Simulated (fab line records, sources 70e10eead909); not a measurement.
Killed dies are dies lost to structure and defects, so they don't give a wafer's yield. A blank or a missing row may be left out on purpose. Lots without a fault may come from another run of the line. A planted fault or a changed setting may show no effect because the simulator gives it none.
A struck lot beside a sound one | flow nand_harc | 15 steps out of a route of 1302
Sound: wafers L110.1, L110.3, L110.5. Struck: wafers L117.4, L117.5, L117.6. The cause comes at the end.
At each step with rows: each side's tool, then ch and its chambers, then its first start. Under that, the readings that differ: sound wafers | struck wafers | difference of the means | sigmas: that difference in standard deviations of wafers without a fault.
alike: readings whose means differ by less than 2 such deviations, and words and numbers that are the same on both sides. not compared: withheld readings, readings that some wafer has no value for, bounds like >300 that may hide the same value, and numbers for which the record gives no deviation and whose values overlap.
The two part at a step that has a row with sigmas, a row that says differs or no value, or rows on one side only. Numbers that don't overlap but have no deviation are shown without sigmas and don't part them. A reading that every wafer of one side lacks parts them only if that side has two wafers or more.

first, 4 steps without rows for these wafers: NHARC_A_CONTACT_EBR_38; NHARC_A_CONTACT_EXPOSE_39 (exposes mask A CC 3); NHARC_A_CONTACT_PEB_40 (peb time 65 s); NHARC_A_CONTACT_DEVELOP_41 (develop time 35 s).
NHARC_A_CONTACT_CD_MEAS_42: target cd 300 nm.
  sound on cd_sem-02 ch 0, day 24 19:47; struck on cd_sem-03 ch 0, day 27 00:37
  alike: cd_nm
NHARC_A_CONTACT_OVL_MEAS_43:
  sound on overlay-01, day 24 19:53; struck on overlay-01, day 27 00:42
  alike: overlay_x_nm, overlay_y_nm
NHARC_A_CONTACT_INSPECT_44:
  sound on defect_inspect-02, day 24 19:55; struck on defect_inspect-02, day 27 00:44
  alike: raw_defect_count
NHARC_A_CONTACT_DESCUM_47: chemistry O2, time 3 s.
  sound on rie_diel-08 ch 2,3, day 24 19:59; struck on rie_diel-08 ch 0,3, day 27 00:48
  alike: drypump_motor_current_A, o2_flow_sccm, oes_product_au, rf_vpp_V, showerhead_plenum_p_Torr, throttle_valve_pct
  not compared: rf_hours_counter_h
NHARC_A_CONTACT_ETCH_48: etches the open film in CF4, target depth 39 nm, time 65 s.
  sound on rie_diel-08 ch 0,1, day 24 20:04; struck on rie_diel-08 ch 0,1,2, day 27 00:54
  reading    | sound               | struck            | difference | sigmas
  bias_w (W) | 99.83 100.43 100.23 | 99.79 99.29 99.49 | -0.64      | -2
  alike: cf4_flow_sccm, drypump_motor_current_A, oes_product_au, rf_vpp_V, showerhead_plenum_p_Torr, throttle_valve_pct
  not compared: rf_hours_counter_h
NHARC_A_CONTACT_ETCH_49: etches the open film in N2/H2, target depth 260 nm, time 475.3 s.
  sound on rie_diel-08 ch 0,2; struck on rie_diel-08 ch 1,2
  alike: bias_w, chamber_pressure_mTorr, drypump_motor_current_A, oes_product_au, rf_vpp_V, showerhead_plenum_p_Torr, throttle_valve_pct
  not compared: rf_hours_counter_h
NHARC_A_CONTACT_ETCH_50: etches the open film in CF4/CHF3, target depth 121 nm, time 60.5 s.
  sound on rie_diel-08 ch 0,1; struck on rie_diel-08 ch 0,1,2
  alike: bias_w, cf4_flow_sccm, drypump_motor_current_A, oes_product_au, rf_vpp_V, showerhead_plenum_p_Torr, throttle_valve_pct
  not compared: rf_hours_counter_h
NHARC_A_CONTACT_ETCH_51: etches the open film in O2/COS, target depth 7000 nm, time 1820 s.
  sound on rie_diel-08 ch 0,1,2; struck on rie_diel-08 ch 2,3
  alike: bias_w, chamber_pressure_mTorr, drypump_motor_current_A, o2_flow_sccm, oes_product_au, rf_vpp_V, showerhead_plenum_p_Torr, throttle_valve_pct
  not compared: rf_hours_counter_h
NHARC_A_CONTACT_ETCH_111: etches the open film in C4F8/O2/Ar, time 140 s, target depth 700 nm.
  sound on har_cap_etch-02 ch 0,1, day 24 21:50; struck on har_cap_etch-03 ch 0,1, day 27 02:40
  no value came back on the struck wafers for chamber_pressure_mTorr (mTorr), oes_air_line_au (a.u.), time_s (s); on the sound wafers chamber_pressure_mTorr (mTorr) reads 20.031 20.013 19.978
  not compared: rf_hours_counter_h
then, 1 step without rows for these wafers: NHARC_A_CONTACT_ETCH_112 (etches the open film in C4F8/O2/Ar, time 190 s, target depth 1850 nm).
-- the record jumps here: 3 days lie between the struck wafers' starts before and after (it left off in module A_CONTACT and takes up again in module END, whose first step shown is number 1302 of the route) --
NHARC_END_SORT_01:
  sound on prober-01 ch 0, day 27 18:59; struck on prober-02 ch 0, day 30 00:05
  reading             | sound    | struck                                                               | difference                   | sigmas
  hold                | - - -    | await_dispo/2.3h/scrap await_dispo/2.3h/scrap await_dispo/2.3h/scrap | no value on the sound wafers |
  killed_at_array     | 34 30 35 | 676 673 675                                                          | +642                         | +34
  killed_at_periphery | 11 7 10  | 1 4 1                                                                | -7                           | -3
  killed_dies         | 45 37 45 | 677 677 677                                                          | +635                         | +33
  alike: killed_at_other, killed_open, killed_short

WHERE THEY PART
First at NHARC_A_CONTACT_ETCH_48; last, within this record, at NHARC_END_SORT_01.

WHY: what the simulator had put in
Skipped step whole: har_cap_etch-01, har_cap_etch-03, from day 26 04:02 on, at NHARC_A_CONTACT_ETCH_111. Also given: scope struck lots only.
